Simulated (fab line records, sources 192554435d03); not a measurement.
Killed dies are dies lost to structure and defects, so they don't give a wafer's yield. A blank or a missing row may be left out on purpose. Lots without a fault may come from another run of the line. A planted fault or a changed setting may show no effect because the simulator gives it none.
fab line records | flow n5_finfet
record lots=24 wafers=72 last_day=18
route steps=1938 shown FIN_SAQP@141 FIN_CUT@168 STI_FIN_REVEAL@196 DUMMY_GATE@231
lots that met no fault: from a run of the same line without faults
start_h: hours from the record's first day to the start of the lot's first wafer shown | wait_h: hours since the lot's step before | " the same as in the row above | L1.1+2: a row that stands for several wafers | - no value, or no start given | * or withheld: withheld | < > ~ a bound
route shown NAME@n: a module of which the file shows steps, and the number in the route of the first | usual: mean/standard deviation of fault-free wafers | same: alike in all rows | chamber/n: place in a boat | sites: the reading at each site | _std_site: their standard deviation | _edge_site: outer sites' mean less inner sites' | radius_mm: how far each site lies from the wafer's centre | mask NAME#n: copy n | behind: the tool/chamber that last shaped the wafer | hold: why the lot was held/for how many hours/how that ended | device: the transistor (n, p or np) that didn't switch | end of line: the same wafers' tests at the end of the route | a step without rows: its recipe alone | killed: dies lost to structure and defects at the first sort, not the wafer's yield | map: a wafer's dies, x killed, . not, _ none there
set.NAME: the setting as run; set.NAME@STEP: as run at that earlier step | model.NAME: the simulator's own value behind a step, which no gauge read
steps of the route over a sample of lots; a table a step, a row a wafer
services: from which hour (start_h, from the record's first day; less than 0 if before it) a tool's chamber was out of use, for how many hours, and why
## steps
# step N5_FIN_SAQP_CD_MEAS_31
# recipe target_cd_nm=8 landing_energy_ev=1000 detector=se_inlens polarity=line
# usual cd_nm=8.10/0.22
# columns lot.wafer tool chamber start_h wait_h cd_nm
L074.1 cd_sem-01 0 26.42 0.1 7.70
L074.2 " 0 " " 8.04
L074.3 " 0 " " 8.21
L075.3 cd_sem-01 0 32.53 0.1 7.66
L075.4 " 0 " " 8.31
L075.6 " 0 " " 8.28
L076.3 cd_sem-02 0 38.69 0.1 7.77
L076.4 " 0 " " 8.19
L076.6 " 0 " " 7.94
L077.3 cd_sem-02 0 44.70 0.1 8.48
L077.4 " 0 " " 7.86
L077.6 " 0 " " 7.83
L078.2 cd_sem-03 0 50.15 0.1 7.91
L078.4 " 0 " " 8.37
L078.5 " 0 " " 8.07
L079.3 cd_sem-03 0 56.28 0.1 8.66
L079.4 " 0 " " 8.07
L079.6 " 0 " " 8.09
L080.1 cd_sem-01 0 62.40 0.1 8.21
L080.4 " 0 " " 8.13
L080.6 " 0 " " 8.31
L081.1 cd_sem-03 0 69.94 0.1 8.02
L081.2 " 0 " " 7.95
L081.5 " 0 " " 8.24
L082.1 cd_sem-01 0 76.20 0.1 8.52
L082.4 " 0 " " 8.32
L082.5 " 0 " " 8.13
L083.1 cd_sem-03 0 82.39 0.1 7.84
L083.2 " 0 " " 8.22
L083.5 " 0 " " 7.97
L084.1 cd_sem-02 0 91.79 0.1 7.94
L084.5 " 0 " " 8.15
L084.6 " 0 " " 8.46
L085.2 cd_sem-03 0 98.78 0.1 8.13
L085.4 " 0 " " 8.08
L085.6 " 0 " " 8.20
L086.1 cd_sem-03 0 101.88 0.1 8.19
L086.2 " 0 " " 7.97
L086.4 " 0 " " 8.13
L087.1 cd_sem-03 0 108.29 0.1 7.94
L087.2 " 0 " " 8.06
L087.6 " 0 " " 7.97
L088.2 cd_sem-01 0 110.89 0.1 8.29
L088.5 " 0 " " 8.10
L088.6 " 0 " " 7.92
L089.3 cd_sem-01 0 115.64 0.1 8.10
L089.4 " 0 " " 8.10
L089.5 " 0 " " 8.19
L090.2 cd_sem-03 0 122.51 0.1 8.20
L090.3 " 0 " " 7.66
L090.4 " 0 " " 8.12
L091.1 cd_sem-03 0 127.97 0.1 7.92
L091.3 " 0 " " 8.24
L091.4 " 0 " " 7.99
L092.2 cd_sem-02 0 134.89 0.1 8.20
L092.5 " 0 " " 8.23
L092.6 " 0 " " 8.37
L093.1 cd_sem-02 0 139.57 0.1 8.16
L093.2 " 0 " " 8.69
L093.3 " 0 " " 7.97
L094.4 cd_sem-02 0 145.79 0.1 8.14
L094.5 " 0 " " 8.32
L094.6 " 0 " " 8.27
L095.2 cd_sem-02 0 151.75 0.1 7.58
L095.4 " 0 " " 7.82
L095.5 " 0 " " 8.32
L096.1 cd_sem-01 0 157.52 0.1 8.40
L096.2 " 0 " " 8.30
L096.4 " 0 " " 8.38
L097.4 cd_sem-03 0 163.73 0.1 8.03
L097.5 " 0 " " 8.09
L097.6 " 0 " " 8.27
# step N5_FIN_CUT_ETCH_20
# recipe chemistry=CF4 target=SiARC target_depth_a=260 mask_material=CAR-EUV time_s=43.3 ion_energy_ev=80 pressure_mtorr=40 source_w=545 bias_w=36 Ar_flow_sccm=100 cf4_flow_sccm=100 ends=cleared
# usual drypump_motor_current_A=5.7/0.4 etch_rf_on_time_s=42.9/0.79 oes_product_au=0.69/0.075 rf_fwd_power_W=536/3.1 rf_vpp_V=184.1/1.3 showerhead_plenum_p_Torr=2.16/0.073 throttle_valve_pct=15.53/0.26
# columns lot.wafer tool chamber start_h wait_h drypump_motor_current_A etch_rf_on_time_s oes_product_au rf_fwd_power_W rf_hours_counter_h rf_vpp_V showerhead_plenum_p_Torr throttle_valve_pct
L074.1 rie_diel-01 1 27.49 0.0 5.8 42.2 0.66 538 145 183.3 2.15 15.44
L074.2 " 0 " " 5.2 43.3 0.65 541 126 186.7 2.23 15.59
L074.3 " 2 " " 6.1 41.4 0.64 533 169 184.0 2.05 15.68
L075.3 rie_diel-06 3 33.72 0.0 5.3 42.8 0.79 536 14 187.0 2.29 15.55
L075.4 " 2 " " 5.2 43.0 0.64 534 - 183.6 2.16 15.89
L075.6 " 0 " " 5.8 44.8 0.58 533 - 183.6 2.10 16.04
L076.3 rie_diel-01 3 40.23 0.0 6.2 43.4 0.85 535 4 184.0 2.11 15.30
L076.4 " 0 " " 5.2 43.9 0.64 543 131 185.7 2.23 15.57
L076.6 " 1 " " 5.8 42.4 0.65 541 - 184.7 2.15 15.46
L077.3 rie_diel-01 3 46.68 0.0 6.2 43.0 0.83 536 6 184.0 2.11 15.29
L077.4 " 0 " " 5.2 43.2 0.65 543 133 183.4 2.22 15.59
L077.6 " 2 " " 6.1 41.3 0.63 536 - 182.7 2.05 15.70
L078.2 rie_diel-01 2 51.44 0.0 6.1 41.4 0.64 533 179 183.4 2.05 15.69
L078.4 " 3 " " 6.3 42.9 0.83 535 8 182.0 2.11 15.29
L078.5 " 0 " " 5.2 43.3 0.65 540 - 186.9 2.22 15.58
L079.3 rie_diel-01 1 57.67 0.0 5.9 42.3 0.65 540 157 184.4 2.15 15.48
L079.4 " 2 " " 6.1 41.9 0.64 535 181 183.6 2.05 15.70
L079.6 " 0 " " 5.2 43.3 0.64 539 - 185.2 2.22 15.57
L080.1 rie_diel-03 1 63.64 0.0 6.0 44.0 0.71 532 56 184.1 2.26 15.17
L080.4 " 0 " " 5.2 43.4 0.75 529 - 185.2 2.28 15.15
L080.6 " 3 " " 5.9 42.3 0.61 536 - 185.5 2.21 15.96
L081.1 rie_diel-03 0 71.67 0.0 5.2 42.4 0.75 530 33 184.6 2.28 15.17
L081.2 " 2 " " 5.2 42.9 0.67 537 134 182.1 2.06 15.20
L081.5 " 3 " " 5.9 41.6 0.61 537 - 185.1 2.21 15.96
L082.1 rie_diel-06 0 77.44 0.0 5.7 42.5 0.84 535 7 182.9 2.10 15.51
L082.4 " 3 " " 5.3 41.8 0.78 536 33 185.0 2.28 15.58
L082.5 " 3 " " 5.3 42.0 0.77 536 - 186.7 2.28 15.57
L083.1 rie_diel-03 0 83.78 0.0 5.2 43.3 0.74 531 37 185.2 2.28 15.20
L083.2 " 1 " " 6.0 44.6 0.69 532 63 186.4 2.26 15.18
L083.5 " 2 " " 5.2 43.4 0.67 538 - 182.5 2.06 15.23
L084.1 rie_diel-01 3 93.04 0.0 6.2 43.3 0.81 534 21 184.9 2.11 15.33
L084.5 " 1 " " 5.8 42.3 0.64 537 - 184.0 2.14 15.50
L084.6 " 0 " " 5.3 43.6 0.63 540 - 185.0 2.22 15.62
L085.2 rie_diel-01 2 99.96 0.0 6.1 42.1 0.62 537 193 181.6 2.04 15.74
L085.4 " 3 " " 6.2 43.3 0.79 537 22 181.9 2.11 15.33
L085.6 " 3 " " 6.2 43.0 0.80 536 - 183.1 2.11 15.31
L086.1 rie_diel-01 1 103.10 0.0 5.8 42.3 0.64 536 171 184.0 2.14 15.51
L086.2 " 2 " " 6.1 42.4 0.62 535 194 181.0 2.04 15.73
L086.4 " 3 " " 6.2 43.4 0.79 538 24 184.1 2.11 15.32
L087.1 rie_diel-01 1 109.54 0.0 5.8 42.6 0.63 537 173 184.3 2.14 15.51
L087.2 " 2 " " 6.1 42.4 0.62 537 196 181.7 2.04 15.76
L087.6 " 3 " " 6.2 43.6 0.79 536 - 184.0 2.11 15.34
L088.2 rie_diel-01 2 112.05 0.0 6.1 42.0 0.62 533 197 181.6 2.04 15.75
L088.5 " 3 " " 6.3 43.1 0.79 537 - 183.6 2.11 15.33
L088.6 " 0 " " 5.2 43.3 0.63 538 - 186.0 2.22 15.66
L089.3 rie_diel-01 0 116.92 0.0 5.2 43.8 0.63 541 156 184.8 2.22 15.63
L089.4 " 2 " " 6.1 42.1 0.62 532 198 182.8 2.04 15.74
L089.5 " 0 " " 5.2 44.2 0.63 538 - 187.3 2.22 15.62
L090.2 rie_diel-06 1 123.76 0.0 5.9 42.6 0.77 534 26 184.1 2.18 15.06
L090.3 " 0 " " 5.7 43.4 0.79 538 21 184.8 2.09 15.52
L090.4 " 3 " " 5.3 43.1 0.74 537 47 185.3 2.27 15.62
L091.1 rie_diel-01 2 129.04 0.0 6.1 41.8 0.62 535 203 182.8 2.04 15.75
L091.3 " 1 " " 5.8 42.6 0.63 540 180 183.1 2.14 15.52
L091.4 " 3 " " 6.2 42.9 0.79 531 32 183.4 2.11 15.34
L092.2 rie_diel-06 3 135.96 0.0 5.3 42.6 0.74 536 51 185.1 2.27 15.61
L092.5 " 3 " " 5.3 42.1 0.75 535 - 185.9 2.27 15.60
L092.6 " 0 " " 5.8 43.8 0.80 534 - 182.1 2.09 15.55
L093.1 rie_diel-01 3 140.69 0.0 6.2 43.4 0.78 539 35 182.8 2.10 15.36
L093.2 " 2 " " 6.1 42.1 0.62 535 206 182.6 2.04 15.74
L093.3 " 1 " " 5.8 43.0 0.63 537 182 184.4 2.14 15.51
L094.4 rie_diel-06 0 147.16 0.0 5.8 43.4 0.78 535 29 183.0 2.09 15.54
L094.5 " 0 " " 5.8 43.5 0.78 535 - 184.7 2.09 15.53
L094.6 " 1 " " 5.9 42.9 0.75 531 - 186.3 2.17 15.04
L095.2 rie_diel-01 3 152.83 0.0 6.2 43.7 0.77 534 40 184.0 2.10 15.35
L095.4 " 0 " " 5.2 44.5 0.62 540 167 183.3 2.21 15.66
L095.5 " 3 " " 6.2 43.4 0.77 531 - 183.1 2.10 15.36
L096.1 rie_diel-03 2 158.58 0.0 5.3 43.3 0.64 536 160 182.9 2.05 15.27
L096.2 " 3 " " 5.9 42.2 0.59 537 234 184.0 2.20 16.03
L096.4 " 0 " " 5.2 42.6 0.71 531 60 186.1 2.27 15.23
L097.4 rie_diel-06 0 164.79 0.0 5.8 43.5 0.77 534 33 182.5 2.09 15.57
L097.5 " 1 " " 5.9 43.0 0.75 534 - 183.5 2.17 15.06
L097.6 " 2 " " 5.2 43.8 0.61 534 - 184.5 2.14 15.99
# step N5_STI_FIN_REVEAL_RECESS_09
# recipe chemistry=HF/NH3 target=SiO2 afs_cycles=11 target_depth_a=425 temp_c=30 sublimation_temp_c=180 sublimation_time_s=60
# usual drypump_motor_current_A=5.7/0.48
# columns lot.wafer tool chamber start_h wait_h drypump_motor_current_A
L074.1 vapor_etch-01 1 34.39 0.0 5.6
L074.2 " 0 " " 6.4
L074.3 " 0 " " 6.4
L075.3 vapor_etch-02 0 41.08 0.6 5.7
L075.4 " 1 " " 5.0
L075.6 " 1 " " 5.0
L076.3 vapor_etch-01 0 47.53 0.6 6.4
L076.4 " 1 " " 5.7
L076.6 " 0 " " 6.4
L077.3 vapor_etch-02 0 54.44 0.6 5.7
L077.4 " 1 " " 5.0
L077.6 " 1 " " 5.0
L078.2 vapor_etch-01 0 58.28 0.0 6.3
L078.4 " 1 " " 5.6
L078.5 " 1 " " 5.6
L079.3 vapor_etch-02 1 66.24 0.6 5.0
L079.4 " 0 " " 5.7
L079.6 " 1 " " 5.0
L080.1 vapor_etch-02 1 70.48 0.0 5.0
L080.4 " 1 " " 5.0
L080.6 " 1 " " 5.0
L081.1 vapor_etch-02 1 78.46 0.0 5.0
L081.2 " 0 " " 5.7
L081.5 " 1 79.52 1.1 5.0
L082.1 vapor_etch-02 0 84.40 0.0 5.7
L082.4 " 1 " " 5.0
L082.5 " 0 " " 5.8
L083.1 vapor_etch-02 1 92.03 0.0 5.0
L083.2 " 0 " " 5.7
L083.5 " 0 93.09 1.1 5.8
L084.1 vapor_etch-01 0 104.62 0.0 6.4
L084.5 " 1 105.68 1.1 5.6
L084.6 " 0 " " 6.4
L085.2 vapor_etch-01 0 107.36 0.0 6.4
L085.4 " 1 " " 5.6
L085.6 " 0 " " 6.4
L086.1 vapor_etch-02 1 111.09 0.0 5.0
L086.2 " 0 " " 5.8
L086.4 " 1 " " 5.0
L087.1 vapor_etch-01 0 116.33 0.0 6.4
L087.2 " 1 " " 5.7
L087.6 " 0 117.39 1.1 6.4
L088.2 vapor_etch-01 0 118.97 0.0 6.3
L088.5 " 1 120.03 1.1 5.6
L088.6 " 0 " " 6.4
L089.3 vapor_etch-01 0 125.15 0.6 6.3
L089.4 " 1 " " 5.6
L089.5 " 0 " " 6.4
L090.2 vapor_etch-02 0 130.63 0.0 5.7
L090.3 " 1 " " 5.0
L090.4 " 0 " " 5.7
L091.1 vapor_etch-01 0 135.81 0.0 6.4
L091.3 " 1 " " 5.6
L091.4 " 0 " " 6.4
L092.2 vapor_etch-02 0 143.39 0.0 5.7
L092.5 " 1 144.45 1.1 5.0
L092.6 " 0 " " 5.7
L093.1 vapor_etch-02 0 147.51 0.0 5.7
L093.2 " 1 " " 5.0
L093.3 " 0 " " 5.7
L094.4 vapor_etch-01 1 155.10 0.6 5.6
L094.5 " 0 " " 6.4
L094.6 " 1 " " 5.6
L095.2 vapor_etch-02 1 159.61 0.0 5.0
L095.4 " 0 " " 5.7
L095.5 " 1 " " 5.0
L096.1 vapor_etch-02 1 165.44 0.0 5.0
L096.2 " 0 " " 5.7
L096.4 " 0 " " 5.7
L097.4 vapor_etch-01 0 172.50 0.6 6.4
L097.5 " 0 " " 6.4
L097.6 " 1 " " 5.6
# step N5_DUMMY_GATE_CD_MEAS_15
# recipe target_cd_nm=25.8 landing_energy_ev=500 detector=se_inlens
# usual cd_nm=24.93/0.22
# columns lot.wafer tool chamber start_h wait_h cd_nm
L074.1 cd_sem-01 0 45.86 - 24.91
L074.2 " 0 " " 25.19
L074.3 " 0 " " 24.69
L075.3 cd_sem-02 0 52.03 - 24.55
L075.4 " 0 " " 25.00
L075.6 " 0 " " 24.95
L076.3 cd_sem-03 0 58.75 - 25.03
L076.4 " 0 " " 25.23
L076.6 " 0 " " 25.43
L077.3 cd_sem-03 0 65.56 - 24.59
L077.4 " 0 " " 25.30
L077.6 " 0 " " 24.83
L078.2 cd_sem-01 0 69.94 - 24.80
L078.4 " 0 " " 25.17
L078.5 " 0 " " 24.96
L079.3 cd_sem-01 0 76.96 - 24.82
L079.4 " 0 " " 24.67
L079.6 " 0 " " 24.85
L080.1 cd_sem-03 0 82.13 - 24.98
L080.4 " 0 " " 24.73
L080.6 " 0 " " 24.57
L081.1 cd_sem-02 0 90.02 - 25.15
L081.2 " 0 " " 24.54
L081.5 " 0 " " 25.00
L082.1 cd_sem-03 0 99.66 - 24.90
L082.4 " 0 " " 25.00
L082.5 " 0 " " 24.62
L083.1 cd_sem-02 0 106.85 - 25.18
L083.2 " 0 " " 24.97
L083.5 " 0 " " 25.10
L084.1 cd_sem-01 0 116.99 - 24.79
L084.5 " 0 " " 25.07
L084.6 " 0 " " 24.93
L085.2 cd_sem-01 0 120.77 - 24.71
L085.4 " 0 " " 25.37
L085.6 " 0 " " 25.01
L086.1 cd_sem-02 0 123.64 - 25.03
L086.2 " 0 " " 24.83
L086.4 " 0 " " 24.39
L087.1 cd_sem-02 0 128.72 - 24.77
L087.2 " 0 " " 24.76
L087.6 " 0 " " 24.58
L088.2 cd_sem-02 0 131.67 - 25.05
L088.5 " 0 " " 25.24
L088.6 " 0 " " 25.33
L089.3 cd_sem-03 0 136.65 - 25.12
L089.4 " 0 " " 25.08
L089.5 " 0 " " 24.98
L090.2 cd_sem-01 0 142.08 - 24.58
L090.3 " 0 " " 24.60
L090.4 " 0 " " 25.41
L091.1 cd_sem-03 0 149.34 - 25.20
L091.3 " 0 " " 25.06
L091.4 " 0 " " 24.88
L092.2 cd_sem-02 0 159.30 - 25.07
L092.5 " 0 " " 25.06
L092.6 " 0 " " 24.81
L093.1 cd_sem-01 0 160.36 - 25.00
L093.2 " 0 " " 25.01
L093.3 " 0 " " 24.46
L094.4 cd_sem-03 0 167.28 - 24.88
L094.5 " 0 " " 24.75
L094.6 " 0 " " 24.62
L095.2 cd_sem-03 0 172.70 - 24.76
L095.4 " 0 " " 25.05
L095.5 " 0 " " 25.24
L096.1 cd_sem-03 0 176.72 - 24.95
L096.2 " 0 " " 24.89
L096.4 " 0 " " 24.94
L097.4 cd_sem-02 0 185.20 - 24.69
L097.5 " 0 " " 24.92
L097.6 " 0 " " 24.57
# step N5_DUMMY_GATE_INSPECT_17
# recipe mode=adi inspect_instrument=brightfield
# usual raw_defect_count=195/55
# columns lot.wafer tool chamber start_h wait_h raw_defect_count
L074.1 defect_inspect-01 - 45.96 0.1 238
L074.2 " - " " 275
L074.3 " - " " 183
L075.3 defect_inspect-01 - 52.12 0.0 271
L075.4 " - " " 271
L075.6 " - " " 256
L076.3 defect_inspect-02 - 58.84 0.0 134
L076.4 " - " " 173
L076.6 " - " " 131
L077.3 defect_inspect-01 - 65.66 0.0 201
L077.4 " - " " 166
L077.6 " - " " 180
L078.2 defect_inspect-01 - 70.03 0.0 290
L078.4 " - " " 185
L078.5 " - " " 287
L079.3 defect_inspect-02 - 77.06 0.0 172
L079.4 " - " " 151
L079.6 " - " " 226
L080.1 defect_inspect-02 - 82.23 0.1 121
L080.4 " - " " 167
L080.6 " - " " 146
L081.1 defect_inspect-02 - 90.12 0.1 113
L081.2 " - " " 234
L081.5 " - " " 223
L082.1 defect_inspect-01 - 99.76 0.1 267
L082.4 " - " " 210
L082.5 " - " " 193
L083.1 defect_inspect-01 - 106.94 0.1 149
L083.2 " - " " 182
L083.5 " - " " 193
L084.1 defect_inspect-01 - 117.09 0.1 131
L084.5 " - " " 175
L084.6 " - " " 128
L085.2 defect_inspect-01 - 120.87 0.0 313
L085.4 " - " " 187
L085.6 " - " " 167
L086.1 defect_inspect-02 - 123.74 0.1 143
L086.2 " - " " 121
L086.4 " - " " 158
L087.1 defect_inspect-02 - 128.82 0.1 126
L087.2 " - " " 144
L087.6 " - " " 139
L088.2 defect_inspect-01 - 131.77 0.0 267
L088.5 " - " " 162
L088.6 " - " " 222
L089.3 defect_inspect-02 - 136.75 0.0 170
L089.4 " - " " 224
L089.5 " - " " 166
L090.2 defect_inspect-01 - 142.18 0.0 174
L090.3 " - " " 238
L090.4 " - " " 261
L091.1 defect_inspect-01 - 149.44 0.1 235
L091.3 " - " " 276
L091.4 " - " " 215
L092.2 defect_inspect-01 - 159.40 0.0 293
L092.5 " - " " 315
L092.6 " - " " 210
L093.1 defect_inspect-01 - 160.46 0.1 221
L093.2 " - " " 148
L093.3 " - " " 147
L094.4 defect_inspect-02 - 167.37 0.0 208
L094.5 " - " " 156
L094.6 " - " " 169
L095.2 defect_inspect-02 - 172.80 0.0 115
L095.4 " - " " 227
L095.5 " - " " 141
L096.1 defect_inspect-02 - 176.82 0.1 156
L096.2 " - " " 206
L096.4 " - " " 228
L097.4 defect_inspect-02 - 185.29 0.0 211
L097.5 " - " " 234
L097.6 " - " " 148
# step N5_DUMMY_GATE_TRIM_49
# recipe chemistry=O2 resist=SOC time_s=29 target_cd_nm=14 source_power_w=300 bias_power_w=0 O2_flow_sccm=100 temp_c=20
# usual drypump_motor_current_A=5.8/0.48 oes_product_au=1.001/0.016 rf_fwd_power_W=298.6/1.1 throttle_valve_pct=8.21/0.14
# same bias_power_w=0 time_s=29
# columns lot.wafer tool chamber start_h wait_h drypump_motor_current_A oes_product_au rf_fwd_power_W rf_hours_counter_h throttle_valve_pct
L074.1 rie_si-02 3 47.46 0.0 6.4 1.014 297.4 87 8.22
L074.2 " 1 " " 5.8 1.006 298.6 163 8.25
L074.3 " 2 " " 5.6 0.981 297.6 66 8.40
L075.3 rie_si-06 0 52.38 0.0 5.8 1.009 297.1 200 8.10
L075.4 " 2 " " 5.7 1.011 298.3 5 7.98
L075.6 " 0 " " 5.8 1.028 297.8 - 8.09
L076.3 rie_si-02 3 59.10 0.0 6.4 1.014 299.4 88 8.23
L076.4 " 2 " " 5.6 0.977 298.0 - 8.40
L076.6 " 3 " " 6.4 1.014 298.1 - 8.22
L077.3 rie_si-06 0 65.91 0.0 5.7 1.030 298.2 200 8.11
L077.4 " 1 " " 5.0 1.003 297.3 104 8.31
L077.6 " 3 " " 6.0 1.028 299.6 - 8.16
L078.2 rie_si-06 2 70.29 0.0 5.8 1.004 298.8 5 7.98
L078.4 " 3 " " 6.1 1.018 298.8 3 8.18
L078.5 " 0 " " 5.8 1.021 297.5 - 8.10
L079.3 rie_si-05 3 77.34 0.0 6.4 0.982 297.5 200 8.39
L079.4 " 1 " " 4.9 1.007 299.4 200 8.24
L079.6 " 3 " " 6.4 0.988 298.7 - 8.41
L080.1 rie_si-02 1 82.51 0.0 5.7 0.992 296.0 163 8.27
L080.4 " 2 " " 5.6 0.988 298.9 67 8.40
L080.6 " 3 " " 6.4 1.028 299.3 - 8.22
L081.1 rie_si-05 2 90.38 0.0 6.1 0.999 299.3 58 8.36
L081.2 " 0 " " 5.2 0.999 297.0 119 8.05
L081.5 " 3 " " 6.4 0.985 300.2 - 8.40
L082.1 rie_si-05 2 100.02 0.0 6.2 1.020 298.5 58 8.36
L082.4 " 3 " " 6.5 0.977 299.6 - 8.38
L082.5 " 2 " " 6.2 1.018 298.6 - 8.37
L083.1 rie_si-05 2 107.20 0.0 6.2 1.023 297.1 59 8.36
L083.2 " 1 " " 4.9 1.010 297.7 0 8.01
L083.5 " 3 " " 6.5 0.979 300.1 - 8.41
L084.1 rie_si-02 0 117.35 0.0 6.1 0.974 298.0 5 8.12
L084.5 " 0 " " 6.1 0.976 298.2 - 8.12
L084.6 " 1 " " 5.7 1.014 299.4 - 8.26
L085.2 rie_si-02 1 121.13 0.0 5.8 1.004 295.6 164 8.27
L085.4 " 2 " " 5.6 0.976 298.8 68 8.40
L085.6 " 0 " " 6.1 0.970 298.4 - 8.12
L086.1 rie_si-05 2 124.25 0.0 6.2 1.006 299.0 59 8.37
L086.2 " 0 " " 5.2 1.003 299.5 120 8.05
L086.4 " 1 " " 4.9 1.007 297.9 - 8.01
L087.1 rie_si-05 1 129.08 0.0 4.9 1.011 298.3 1 8.01
L087.2 " 2 " " 6.2 1.015 298.6 59 8.35
L087.6 " 2 " " 6.2 1.009 298.4 - 8.36
L088.2 rie_si-02 2 132.05 0.0 5.6 0.986 299.7 68 8.41
L088.5 " 3 " " 6.4 1.022 298.9 - 8.24
L088.6 " 2 " " 5.6 0.978 299.3 - 8.40
L089.3 rie_si-02 0 137.15 0.0 6.1 0.982 300.4 6 8.10
L089.4 " 1 " " 5.8 1.014 298.4 164 8.27
L089.5 " 2 " " 5.6 0.979 297.0 - 8.40
L090.2 rie_si-02 1 142.43 0.0 5.7 1.005 297.5 164 8.28
L090.3 " 3 " " 6.4 1.020 299.2 89 8.20
L090.4 " 0 " " 6.2 0.974 298.9 6 8.10
L091.1 rie_si-05 2 149.70 0.0 6.1 1.009 298.6 60 8.36
L091.3 " 0 " " 5.2 0.997 300.1 121 8.05
L091.4 " 1 " " 4.9 1.012 298.6 - 8.01
L092.2 rie_si-02 2 159.66 0.0 5.6 0.987 297.3 69 8.40
L092.5 " 2 " " 5.6 0.989 299.7 - 8.40
L092.6 " 1 " " 5.7 1.013 299.1 - 8.27
L093.1 rie_si-06 0 160.72 0.0 5.8 1.012 296.7 1 7.85
L093.2 " 3 " " 6.1 1.029 298.5 4 8.20
L093.3 " 1 " " 5.0 0.996 297.8 106 8.29
L094.4 rie_si-06 0 167.68 0.0 5.8 1.021 298.1 1 7.83
L094.5 " 3 " " 6.1 1.018 298.7 - 8.18
L094.6 " 2 " " 5.7 1.006 297.9 - 7.98
L095.2 rie_si-05 0 173.33 0.0 5.2 0.997 299.5 121 8.05
L095.4 " 3 " " 6.5 0.982 300.3 0 8.15
L095.5 " 0 " " 5.2 0.996 300.2 - 8.04
L096.1 rie_si-02 0 177.14 0.0 6.1 0.982 298.3 6 8.10
L096.2 " 2 " " 5.6 0.980 299.2 69 8.41
L096.4 " 3 " " 6.4 1.022 299.4 89 8.21
L097.4 rie_si-02 1 185.65 0.0 5.7 1.010 298.9 165 8.25
L097.5 " 2 " " 5.6 0.982 296.7 - 8.41
L097.6 " 1 " " 5.7 1.006 299.6 - 8.25
## services
# columns tool chamber start_h hours kind
rie_diel-01 2 5.12 6.2 repair
vapor_etch-01 - 8.34 0.2 repair
rie_diel-01 3 11.93 - clean
rie_diel-01 3 11.93 - consumable_replace:focus_ring
rie_diel-01 3 11.93 18.2 scheduled_down
rie_diel-01 3 11.93 18.2 vent_cycle
vapor_etch-02 1 14.54 6.1 repair
rie_diel-03 - 32.50 14.6 pm
rie_diel-03 2 48.78 2.7 repair
rie_si-02 1 48.91 10.6 repair
rie_diel-03 2 62.74 8.3 repair
rie_diel-06 - 82.95 0.9 repair
rie_si-05 1 83.38 - clean
rie_si-05 1 83.38 20.6 scheduled_down
rie_si-05 1 83.38 20.6 vent_cycle
rie_diel-06 3 95.68 2.3 repair
rie_diel-06 1 108.93 13.4 repair
rie_si-06 - 114.91 0.5 repair
rie_si-05 3 122.15 2.2 repair
rie_si-02 - 123.01 1.8 repair
rie_si-05 3 124.44 - clean
rie_si-05 3 124.44 25.8 scheduled_down
rie_si-05 3 124.44 25.8 vent_cycle
vapor_etch-02 - 127.05 2.8 pm
## key
fault none
